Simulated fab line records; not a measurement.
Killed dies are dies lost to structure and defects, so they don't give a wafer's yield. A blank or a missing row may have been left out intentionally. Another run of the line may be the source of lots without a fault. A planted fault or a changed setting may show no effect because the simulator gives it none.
fab line records    flow nandHarc
record lots=5  wafers=15  lastDay=22
route steps=1159 shown A_WL_FILL@810
lots untouched by any fault: they come from a run of this same line in which no faults occurred
startH: hours from the record's opening day to when the first of the lot's shown wafers began    waitH: hours since the lot's step before    " identical to the entry in the row above    L1.1+2: one row covering several wafers at once    - no value, or no start given    * or withheld: withheld    < > ~ a bound
route shown NAME@n: names a module that has steps shown in the file, with the first one's number in the route    usual: mean/standard deviation taken from wafers without a fault    same: alike in all rows    chamber/n: place in a boat    sites: readings site by site    _std_site: standard deviation of those values    _edge_site: mean of outer sites minus mean of inner sites    radiusMm: for every site, how far away it sits from the centre of the wafer    mask NAME#n: copy n    behind: the tool/chamber that last shaped the wafer    hold: what put the lot on hold/how long, in hours/how the hold closed    device: transistor that didn't switch, given as n, p or np    end of line: tests run on the same wafers once the route is complete    a step without rows: its recipe alone    killed: count of dies lost to structure and defects at first sort (not the wafer's yield)    map: per-die view of a wafer (x killed, . not killed, _ where there is no die)
set.NAME: the setting the step ran with; set.NAME@STEP: the setting that earlier step ran with    model.NAME: the simulator's own value behind a step, which no gauge read
certain route steps with their lots: each step a table, each wafer a row
services: when a tool's chamber went out of use (startH, in hours from the record's first day, below 0 if earlier), for how many hours, and the reason
## steps
# step NHARC_A_WL_FILL_RTA_01
# recipe tempC=1000  timeS=5
# usual lampPowerPct=31/3.6  lamp_zone_3_pct=31/3.6  wafer_temp_C_max=1005.1/1.4
lot.wafer  tool          chamber  startH  waitH  lampPowerPct  lamp_zone_3_pct  wafer_temp_C_max
L074.1     rtpAnneal-01  0        324.17  -      34            34               1006.8
L074.2     "             0        "       "      34            34               1006.1
L074.4     "             0        "       "      34            34               1004.1
L081.2     rtpAnneal-01  0        383.34  -      34            34               1006.5
L081.3     "             0        "       "      34            34               1004.4
L081.5     "             0        "       "      34            34               1004.2
L083.3     rtpAnneal-02  0        383.54  -      26            26               1005.1
L083.4     "             0        "       "      26            26               1003.9
L083.6     "             0        "       "      26            26               1003.2
L088.3     rtpAnneal-02  0        404.74  -      26            26               1003.8
L088.5     "             0        "       "      26            26               1004.2
L088.6     "             0        "       "      26            26               1003.9
L090.2     rtpAnneal-01  0        420.42  -      34            34               1006.7
L090.3     "             0        "       "      34            34               1005.7
L090.5     "             0        "       "      34            34               1005.1
# step NHARC_A_WL_FILL_ALD_02
# recipe targetThkA=20  pulseTimeS=3  aldCycles=100  tempC=450  material=TiN
# usual heaterPowerW=1088/110  precursorPulseHeightRel=1.000/0.019
lot.wafer  tool         chamber  startH  waitH  heaterPowerW  precursorPulseHeightRel
L074.2     aldMetal-04  0        324.41  0.2    946           1.002
L074.4     "            2        "       "      1055          0.990
L074.1     "            3        "       "      1212          0.971
L081.3     aldMetal-04  0        383.56  0.2    966           0.977
L081.2     "            1        "       "      1024          1.008
L081.5     "            0        "       "      970           1.010
L083.3     aldMetal-01  2        383.70  0.1    1140          1.008
L083.4     "            3        "       "      1293          1.008
L083.6     "            2        "       "      1112          1.025
L088.3     aldMetal-03  0        404.90  0.1    1080          0.996
L088.6     "            0        "       "      1081          0.989
L088.5     "            1        "       "      926           0.996
L090.3     aldMetal-01  1        420.65  0.2    1093          1.007
L090.2     "            2        "       "      1115          1.012
L090.5     "            0        "       "      1029          0.976
# step NHARC_A_WL_FILL_CVD_03
# recipe targetThkA=400  tempC=300  pressureTorr=40  wf6FlowSccm=40  h2FlowSccm=1600  arFlowSccm=1560  timeS=3302  material=W
# usual heaterPowerW=438/62  mfcWf6Sccm=40.00/0.11  throttleValvePct=7.82/0.23
lot.wafer  tool     chamber  startH  waitH  heaterPowerW  mfcWf6Sccm  throttleValvePct
L074.1     cvdW-01  0        324.85  0.1    374           39.98       7.45
L074.2     "        1        "       "      463           39.95       7.96
L074.4     "        0        "       "      383           39.97       7.25
L081.2     cvdW-02  1        392.40  8.5    512           40.03       7.87
L081.3     "        1        "       "      524           40.17       7.75
L081.5     "        1        "       "      520           39.95       7.85
L083.4     cvdW-02  1        395.73  11.6   526           39.84       7.62
L083.3     "        0        "       "      381           40.06       7.62
L083.6     "        0        "       "      377           40.14       7.47
L088.3     cvdW-02  0        408.98  3.7    369           39.92       7.56
L088.6     "        0        "       "      375           39.94       7.46
L088.5     "        1        "       "      534           40.20       7.88
L090.2     cvdW-02  1        429.24  8.2    520           39.93       7.85
L090.3     "        0        "       "      385           40.07       7.77
L090.5     "        0        "       "      375           40.09       7.67
# step NHARC_A_WL_FILL_ETCHBACK_04
# recipe targetDepthA=600  timeS=120  chemistry=NF3
# usual drypumpMotorCurrentA=5.4/0.38  oesProductAu=0.998/0.0064
lot.wafer  tool         chamber  startH  waitH  drypumpMotorCurrentA  oesProductAu  rfHoursCounterH
L074.1     rieMetal-03  0        328.12  2.8    6.1                   1.001         1.1
L074.2     "            1        "       "      5.0                   0.996         1.1
L074.4     "            0        "       "      6.1                   0.987         -
L081.2     rieMetal-03  1        395.32  2.4    5.0                   1.005         3.3
L081.3     "            0        "       "      6.1                   0.996         -
L081.5     "            1        "       "      5.0                   1.002         -
L083.3     rieMetal-02  0        398.19  1.5    5.4                   1.008         -
L083.4     "            1        "       "      5.1                   0.989         -
L083.6     "            0        "       "      5.4                   1.000         -
L088.3     rieMetal-02  0        411.47  2.0    5.4                   0.996         -
L088.6     "            1        "       "      5.1                   0.997         -
L088.5     "            0        "       "      5.4                   0.999         -
L090.2     rieMetal-02  1        432.20  2.5    5.1                   0.995         -
L090.3     "            1        "       "      5.1                   0.990         -
L090.5     "            1        "       "      5.1                   1.001         -
# step NHARC_A_WL_FILL_ETCHBACK_05
# recipe targetDepthA=220  timeS=60  tempC=40  chemistry=Cl2/BCl3
# usual drypumpMotorCurrentA=5.4/0.37  oesProductAu=0.999/0.0071
lot.wafer  tool         chamber  startH  waitH  drypumpMotorCurrentA  oesProductAu  rfHoursCounterH
L074.1     rieMetal-03  1        328.36  0.2    5.0                   1.001         1.2
L074.2     "            0        "       "      6.1                   1.000         1.2
L074.4     "            0        "       "      6.1                   0.998         -
L081.2     rieMetal-03  1        395.53  0.2    5.0                   0.991         3.5
L081.3     "            0        "       "      6.1                   0.993         -
L081.5     "            0        "       "      6.1                   0.988         -
L083.3     rieMetal-02  1        398.44  0.2    5.1                   0.994         -
L083.4     "            0        "       "      5.4                   1.005         -
L083.6     "            1        "       "      5.1                   1.005         -
L088.3     rieMetal-02  1        411.65  0.1    5.1                   0.998         -
L088.6     "            0        "       "      5.4                   0.994         -
L088.5     "            1        "       "      5.1                   0.992         -
L090.2     rieMetal-02  0        432.58  0.3    5.5                   1.004         1.0
L090.3     "            1        "       "      5.1                   1.005         -
L090.5     "            1        "       "      5.1                   0.999         -
# step NHARC_A_WL_FILL_STRIP_27
# recipe powerW=1500  tempC=250  timeS=20  chemistry=N2/H2
# usual drypumpMotorCurrentA=6.1/0.43  heaterPowerW=335/29
lot.wafer  tool            chamber  startH  waitH  drypumpMotorCurrentA  heaterPowerW  rfHoursCounterH
L074.1     plasmaAsher-01  1        328.60  0.2    6.6                   338           14
L074.2     "               0        "       "      6.6                   336           14
L074.4     "               0        "       "      6.6                   340           -
L081.2     plasmaAsher-02  0        395.69  0.1    5.9                   364           7
L081.3     "               1        "       "      5.6                   290           -
L081.5     "               1        "       "      5.6                   287           -
L083.4     plasmaAsher-02  0        398.62  0.1    5.9                   363           -
L083.3     "               1        "       "      5.6                   288           -
L083.6     "               1        "       "      5.6                   299           -
L088.3     plasmaAsher-02  1        411.80  0.1    5.6                   297           -
L088.5     "               1        "       "      5.6                   287           -
L088.6     "               0        "       "      5.9                   360           -
L090.2     plasmaAsher-01  1        432.88  0.3    6.6                   332           54
L090.3     "               1        "       "      6.6                   341           -
L090.5     "               1        "       "      6.6                   349           -
# step NHARC_A_WL_FILL_STRIP_28
# recipe timeS=1200  tempC=72.5  chemistry=postEtchResidueRemover
lot.wafer   tool         chamber  startH  waitH
L074.2+4+1  wetBench-06  5,6,0    328.79  0.1
L081.3+5+2  wetBench-03  4,6,0    395.85  0.1
L083.3+4+6  wetBench-06  6,7,0    398.78  0.1
L088.3+6+5  wetBench-06  0,1,5    411.93  0.1
L090.3+2+5  wetBench-03  1,4,6    433.06  0.1
# step NHARC_A_WL_FILL_PRECLEAN_06
# recipe timeS=300  chemistry=DIW
lot.wafer   tool         chamber  startH  waitH
L074.2+4+1  wetBench-06  5,6,0    -       -
L081.3+5+2  wetBench-03  4,6,0    -       -
L083.3+4+6  wetBench-06  6,7,0    -       -
L088.3+6+5  wetBench-06  0,1,5    -       -
L090.3+2+5  wetBench-03  1,4,6    -       -
# step NHARC_A_WL_FILL_SRD_07
lot.wafer   tool         chamber  startH  waitH
L074.2+4+1  wetBench-06  5,6,0    -       -
L081.3+5+2  wetBench-03  4,6,0    -       -
L083.3+4+6  wetBench-06  6,7,0    -       -
L088.3+6+5  wetBench-06  0,1,5    -       -
L090.3+2+5  wetBench-03  1,4,6    -       -
# step NHARC_A_WL_FILL_ANNEAL_08
# recipe tempC=450  timeS=1800
# usual zonePowerBottomPct=7.8/0.55  zonePowerLowerPct=4.89/0.24
lot.wafer  tool        chamber  startH  waitH  zonePowerBottomPct  zonePowerLowerPct
L074.1     furnace-02  0        333.24  -      7.9                 4.94
L074.2     "           0        "       "      7.8                 4.86
L074.4     "           0        "       "      7.9                 4.97
L081.2     furnace-08  0        399.64  -      7.2                 4.59
L081.3     "           0        "       "      7.1                 4.57
L081.5     "           0        "       "      7.2                 4.58
L083.3     furnace-08  0        399.64  -      7.2                 4.73
L083.4     "           0        "       "      7.3                 4.74
L083.6     "           0        "       "      7.2                 4.70
L088.3     furnace-02  0        412.63  -      7.9                 4.91
L088.5     "           0        "       "      8.0                 4.91
L088.6     "           0        "       "      7.9                 4.97
L090.2     furnace-08  0        435.77  -      7.1                 4.53
L090.3     "           0        "       "      7.2                 4.58
L090.5     "           0        "       "      7.2                 4.67
# step NHARC_A_WL_FILL_ALD_10
# recipe targetThkA=500  pulseTimeS=10  aldCycles=500  tempC=300  material=SiO2
# usual heaterPowerW=440/45  precursorPulseHeightRel=1.000/0.02
lot.wafer  tool      chamber  startH  waitH  heaterPowerW  precursorPulseHeightRel
L074.1     aldHk-02  3        334.74  0.1    462           1.015
L074.2     "         1        335.76  1.1    461           0.989
L074.4     "         2        "       "      409           1.025
L081.3     aldHk-04  1        401.67  0.6    466           1.032
L081.2     "         3        402.70  1.6    431           0.960
L081.5     "         1        403.74  2.6    457           0.949
L083.3     aldHk-03  3        401.98  0.9    474           1.024
L083.4     "         0        "       "      327           0.986
L083.6     "         2        403.55  2.4    479           0.986
L088.3     aldHk-04  2        415.71  1.6    469           1.024
L088.6     "         3        "       "      423           0.992
L088.5     "         0        "       "      464           0.969
L090.3     aldHk-03  2        437.28  0.1    498           0.994
L090.2     "         3        "       "      468           1.009
L090.5     "         3        439.85  2.6    461           1.003
# step NHARC_A_WL_FILL_ETCHBACK_16
# recipe targetDepthA=880  timeS=17.6  c4f8FlowSccm=withheld  o2FlowSccm=8  arFlowSccm=withheld  rfW=600  biasW=800  chemistry=C4F8/O2/Ar
# usual oesProductAu=0.98/0.031  rfVppV=722/3.3
lot.wafer  tool        chamber  startH  waitH  oesProductAu  rfHoursCounterH  rfVppV
L074.1     rieDiel-12  0        -       -      0.98          2.9              725
L074.4     "           1        "       "      1.00          3.7              727
L074.2     "           2        "       "      0.99          3.6              720
L081.2     rieDiel-03  1        -       -      1.01          1.1              719
L081.3     "           3        "       "      1.00          1.1              725
L081.5     "           2        "       "      1.00          -                724
L083.3     rieDiel-03  2        -       -      1.01          1.2              724
L083.4     "           3        "       "      1.00          1.1              725
L083.6     "           2        "       "      1.00          -                724
L088.3     rieDiel-03  3        -       -      1.00          1.6              723
L088.5     "           2        "       "      1.00          -                723
L088.6     "           3        "       "      1.01          -                724
L090.3     rieDiel-12  3        -       -      0.94          1.1              719
L090.2     "           0        "       "      0.93          1.2              725
L090.5     "           3        "       "      0.93          -                721
# step NHARC_A_WL_FILL_STRIP_29
# recipe timeS=20  o2FlowSccm=500  arFlowSccm=0  biasW=0  chemistry=O2
# usual drypumpMotorCurrentA=5.9/0.44  oesProductAu=0.998/0.0085  rfVppV=57.7/0.95  showerheadPlenumPTorr=3.50/0.12  throttleValvePct=17.037/0.0081
lot.wafer  tool        chamber  startH  waitH  drypumpMotorCurrentA  oesProductAu  rfHoursCounterH  rfVppV  showerheadPlenumPTorr  throttleValvePct
L074.4     rieDiel-12  0        339.44  0.1    6.2                   0.989         3.0              59.1    3.58                   17.043
L074.1     "           1        "       "      6.4                   1.004         3.7              58.3    3.69                   17.038
L074.2     "           2        "       "      5.3                   1.007         3.6              58.5    3.46                   17.051
L081.2     rieDiel-03  0        405.90  0.1    6.1                   1.007         1.1              58.4    3.34                   17.042
L081.3     "           2        "       "      6.1                   1.006         1.2              58.8    3.55                   17.035
L081.5     "           1        "       "      6.2                   1.000         -                57.9    3.35                   17.048
L083.4     rieDiel-03  3        406.28  0.1    5.7                   1.006         1.1              59.4    3.57                   17.043
L083.3     "           0        "       "      6.1                   1.008         1.2              57.4    3.34                   17.013
L083.6     "           2        "       "      6.0                   0.993         -                58.3    3.55                   17.042
L088.3     rieDiel-03  2        418.93  0.1    6.1                   1.006         1.6              58.5    3.55                   17.035
L088.6     "           1        "       "      6.2                   1.006         -                57.0    3.35                   17.036
L088.5     "           2        "       "      6.1                   1.006         -                58.4    3.55                   17.049
L090.3     rieDiel-12  1        442.02  0.1    6.3                   1.008         1.2              58.7    3.69                   17.030
L090.2     "           3        "       "      5.6                   0.987         1.2              56.4    3.40                   17.041
L090.5     "           1        "       "      6.4                   0.988         -                56.7    3.69                   17.044
# step NHARC_A_WL_FILL_ETCHBACK_17
# recipe targetDepthA=40  timeS=26.7  chemistry=Cl2/BCl3
# usual drypumpMotorCurrentA=5.5/0.37  oesProductAu=0.998/0.0067
lot.wafer  tool         chamber  startH  waitH  drypumpMotorCurrentA  oesProductAu  rfHoursCounterH
L074.1     rieMetal-03  1        339.52  -      5.0                   0.999         1.8
L074.2     "            0        "       "      6.1                   0.998         1.8
L074.4     "            0        "       "      6.1                   1.003         -
L081.2     rieMetal-01  0        406.01  -      5.8                   0.995         1.2
L081.3     "            1        "       "      5.3                   0.995         -
L081.5     "            1        "       "      5.3                   1.002         -
L083.3     rieMetal-03  0        406.41  -      6.1                   0.991         -
L083.4     "            1        "       "      5.0                   0.993         -
L083.6     "            1        "       "      5.0                   0.997         -
L088.3     rieMetal-01  0        419.08  -      5.8                   1.000         -
L088.6     "            1        "       "      5.3                   0.992         -
L088.5     "            0        "       "      5.8                   1.000         -
L090.2     rieMetal-03  0        442.12  -      6.0                   1.000         4.9
L090.3     "            0        "       "      6.1                   0.995         -
L090.5     "            1        "       "      5.0                   0.986         -
# step NHARC_A_WL_FILL_PRECLEAN_18
# recipe timeS=30  chemistry=dHF
lot.wafer   tool         chamber  startH  waitH
L074.1+2+4  wetBench-09  4,5,7    339.71  0.2
L081.5+2+3  wetBench-06  6,2,3    406.17  0.1
L083.6+4+3  wetBench-06  0,2,3    406.57  0.1
L088.6+3+5  wetBench-03  7,2,3    419.22  0.1
L090.5+3+2  wetBench-09  7,1,2    442.29  0.1
# step NHARC_A_WL_FILL_SRD_21
lot.wafer   tool         chamber  startH  waitH
L074.1+2+4  wetBench-09  4,5,7    339.74  0.0
L081.5+2+3  wetBench-06  6,2,3    406.20  0.0
L083.6+4+3  wetBench-06  0,2,3    406.59  0.0
L088.6+3+5  wetBench-03  7,2,3    419.24  0.0
L090.5+3+2  wetBench-09  7,1,2    -       -
# step NHARC_A_WL_FILL_CVD_23
# recipe targetThkA=400  tempC=620  pressureMtorr=200  timeS=800  material=poly-Si
# usual zonePowerBottomPct=13.6/0.44  zonePowerLowerPct=9.0/0.5
lot.wafer  tool          chamber  startH  waitH  zonePowerBottomPct  zonePowerLowerPct
L074.1     lpcvdPoly-03  0        341.99  2.3    14.2                8.5
L074.2     "             0        "       "      14.2                8.6
L074.4     "             0        "       "      14.4                8.6
L081.2     lpcvdPoly-03  0        408.45  2.2    14.1                8.6
L081.3     "             0        "       "      14.1                8.4
L081.5     "             0        "       "      13.9                8.6
L083.3     lpcvdPoly-03  0        408.45  1.9    14.1                8.5
L083.4     "             0        "       "      14.1                8.6
L083.6     "             0        "       "      14.1                8.6
L088.3     lpcvdPoly-03  0        421.37  2.1    14.2                8.6
L088.5     "             0        "       "      14.1                8.4
L088.6     "             0        "       "      14.1                8.5
L090.2     lpcvdPoly-01  0        444.92  2.6    13.3                9.2
L090.3     "             0        "       "      13.4                9.0
L090.5     "             0        "       "      13.5                9.0
# step NHARC_A_WL_FILL_ETCHBACK_26
# recipe targetDepthA=520  timeS=13.3  hbrFlowSccm=150  rfW=350  icpW=350  biasW=60  chemistry=HBr
# usual drypumpMotorCurrentA=5.7/0.51  oesProductAu=0.998/0.0065  throttleValvePct=23.266/0.009
lot.wafer  tool      chamber  startH  waitH  drypumpMotorCurrentA  oesProductAu  rfHoursCounterH  throttleValvePct
L074.4     rieSi-03  1        344.59  0.4    5.2                   1.008         0                23.282
L074.1     "         2        "       "      6.6                   0.998         0                23.255
L074.2     "         3        "       "      5.1                   0.992         0                23.279
L083.3     rieSi-05  2        411.00  0.4    5.9                   1.005         1.3              23.279
L083.4     "         0        "       "      5.9                   1.010         1.2              23.262
L083.6     "         3        "       "      6.2                   1.006         -                23.272
L081.2     rieSi-03  2        411.03  0.4    6.6                   0.991         0.4              23.264
L081.3     "         3        "       "      5.1                   0.990         0.5              23.262
L081.5     "         1        "       "      5.2                   1.001         -                23.266
L088.3     rieSi-03  0        423.99  0.4    5.2                   0.998         0.6              23.287
L088.6     "         3        "       "      5.1                   0.995         -                23.265
L088.5     "         0        "       "      5.2                   0.997         -                23.272
L090.3     rieSi-05  2        447.50  0.4    5.9                   0.999         0.1              23.282
L090.2     "         3        "       "      6.2                   0.997         0.1              23.275
L090.5     "         2        "       "      6.0                   0.979         -                23.264
# step NHARC_A_WL_FILL_PRECLEAN_30
# recipe timeS=10  chemistry=dHF
lot.wafer   tool         chamber  startH  waitH
L074.1+2+4  wetBench-09  5,0,1    344.72  0.1
L081.2+3+5  wetBench-06  5,7,1    411.15  0.1
L083.4+3+6  wetBench-09  5,6,2    411.15  0.1
L088.6+3+5  wetBench-03  4,0,1    424.12  0.1
L090.5+3+2  wetBench-09  6,7,0    447.63  0.1
# step NHARC_A_WL_FILL_SRD_14
lot.wafer   tool         chamber  startH  waitH
L074.1+2+4  wetBench-09  5,0,1    344.75  0.0
L081.2+3+5  wetBench-06  5,7,1    411.17  0.0
L083.4+3+6  wetBench-09  5,6,2    411.17  0.0
L088.6+3+5  wetBench-03  4,0,1    424.14  0.0
L090.5+3+2  wetBench-09  6,7,0    447.65  0.0
# step NHARC_A_WL_FILL_ALD_19
# recipe targetThkA=20  pulseTimeS=3  aldCycles=100  tempC=450  material=TiN
# usual heaterPowerW=1086/110  precursorPulseHeightRel=1.000/0.019
lot.wafer  tool         chamber  startH  waitH  heaterPowerW  precursorPulseHeightRel
L074.2     aldMetal-04  1        344.85  0.1    1002          1.000
L074.1     "            2        "       "      1048          0.971
L074.4     "            3        "       "      1167          0.996
L081.2     aldMetal-01  2        411.27  0.1    1139          0.993
L081.3     "            0        "       "      1065          0.958
L081.5     "            3        "       "      1283          0.972
L083.3     aldMetal-03  1        411.31  0.1    909           1.004
L083.4     "            2        "       "      1302          1.008
L083.6     "            0        "       "      1054          0.995
L088.3     aldMetal-04  1        424.30  0.2    1010          0.994
L088.5     "            2        "       "      1021          1.015
L088.6     "            3        "       "      1226          1.032
L090.2     aldMetal-04  1        447.76  0.1    1019          1.029
L090.3     "            2        "       "      1036          0.945
L090.5     "            2        "       "      1016          1.009
# step NHARC_A_WL_FILL_CVD_20
# recipe targetThkA=750  tempC=300  pressureTorr=40  wf6FlowSccm=40  h2FlowSccm=1600  arFlowSccm=1560  timeS=5064  material=W
# usual heaterPowerW=435/63  mfcWf6Sccm=40.01/0.12  throttleValvePct=7.81/0.25
lot.wafer  tool     chamber  startH  waitH  heaterPowerW  mfcWf6Sccm  throttleValvePct
L074.1     cvdW-01  0        -       -      379           40.02       7.58
L074.2     "        1        "       "      480           40.14       8.19
L074.4     "        0        "       "      383           40.12       7.37
L081.2     cvdW-02  0        -       -      385           39.96       7.62
L081.3     "        1        "       "      529           40.03       8.05
L081.5     "        1        "       "      527           39.87       8.04
L083.3     cvdW-02  1        -       -      516           40.09       7.95
L083.4     "        0        "       "      381           40.00       7.64
L083.6     "        1        "       "      529           39.99       7.84
L088.3     cvdW-01  0        -       -      378           40.07       7.98
L088.6     "        1        "       "      481           39.98       8.07
L088.5     "        0        "       "      378           40.21       7.62
L090.2     cvdW-02  0        -       -      388           39.83       7.60
L090.3     "        0        "       "      379           40.08       7.61
L090.5     "        0        "       "      383           39.90       7.43
# step NHARC_A_WL_FILL_CMP_12
# recipe tOverpolishS=30  targetThkNm=75
# usual motorCurrentA=12.1/1.1  overpolishRunS=30.000/0.0088  slurryFilterDpKPa=13.49/0.14  timeToEndpointS=14.4/2.3
lot.wafer  tool    chamber  startH  waitH  motorCurrentA  overpolishRunS  slurryFilterDpKPa  timeToEndpointS
L074.4     cmp-02  3        351.32  2.9    13.1           29.994          13.80              16.3
L074.1     "       0        "       "      11.6           30.018          13.47              16.6
L074.2     "       1        "       "      12.6           30.002          13.76              17.1
L081.2     cmp-01  0        416.64  4.3    13.3           30.001          13.75              13.4
L081.3     "       1        "       "      10.2           30.003          13.65              13.4
L081.5     "       1        "       "      10.2           30.018          13.43              15.7
L083.4     cmp-04  0        420.96  2.2    11.3           29.997          13.51              17.5
L083.3     "       2        "       "      11.9           30.003          13.42              15.5
L083.6     "       3        "       "      14.4           29.998          13.38              14.8
L088.3     cmp-01  0        436.25  2.2    13.6           29.987          13.53              16.5
L088.6     "       2        "       "      11.9           30.003          13.80              14.8
L088.5     "       3        "       "      11.1           30.008          13.42              14.4
L090.3     cmp-04  1        457.24  5.0    11.9           30.003          13.37              17.0
L090.2     "       3        "       "      14.0           30.007          13.43              20.8
L090.5     "       2        "       "      11.5           29.999          13.36              16.4
# step NHARC_A_WL_FILL_SRD_31
lot.wafer   tool         chamber  startH  waitH
L074.1+2+4  wetBench-06  0,1,2    351.62  0.0
L081.2+3+5  wetBench-06  0,2,3    416.97  0.0
L083.6+4+3  wetBench-03  2,3,6    421.26  0.0
L088.5+3+6  wetBench-03  1,3,6    436.52  0.0
L090.5+3+2  wetBench-09  1,2,5    457.58  0.1
## services
tool            chamber  startH  hours  kind
cmp-04          -        301.16  4.0    pm
wetBench-06     -        305.60  8.0    pm
aldMetal-01     3        306.53  41.7   repair
cmp-04          -        309.15  1.1    repair
cmp-01          -        313.71  0.3    repair
wetBench-03     -        322.43  8.0    pm
rieSi-03        -        332.00  9.0    pm
rieDiel-03      0        336.34  3.5    repair
rieSi-03        -        350.72  0.3    repair
plasmaAsher-02  -        361.09  9.0    pm
rieMetal-03     0        370.73  9.2    repair
cvdW-02         -        378.92  13.0   pm
rieDiel-12      -        379.40  9.0    pm
rieMetal-02     -        388.00  9.0    pm
rieDiel-03      -        392.30  9.0    pm
rieDiel-12      3        394.57  4.8    repair
furnace-08      -        403.79  2.2    repair
aldMetal-04     -        406.00  10.0   pm
wetBench-03     -        408.83  0.9    repair
rieDiel-12      3        414.68  1.8    repair
rieMetal-02     0        427.10  5.1    repair
aldMetal-04     1        434.95  4.0    repair
aldMetal-01     -        442.56  0.2    repair
rieMetal-03     -        453.00  9.0    pm
## key
fault none
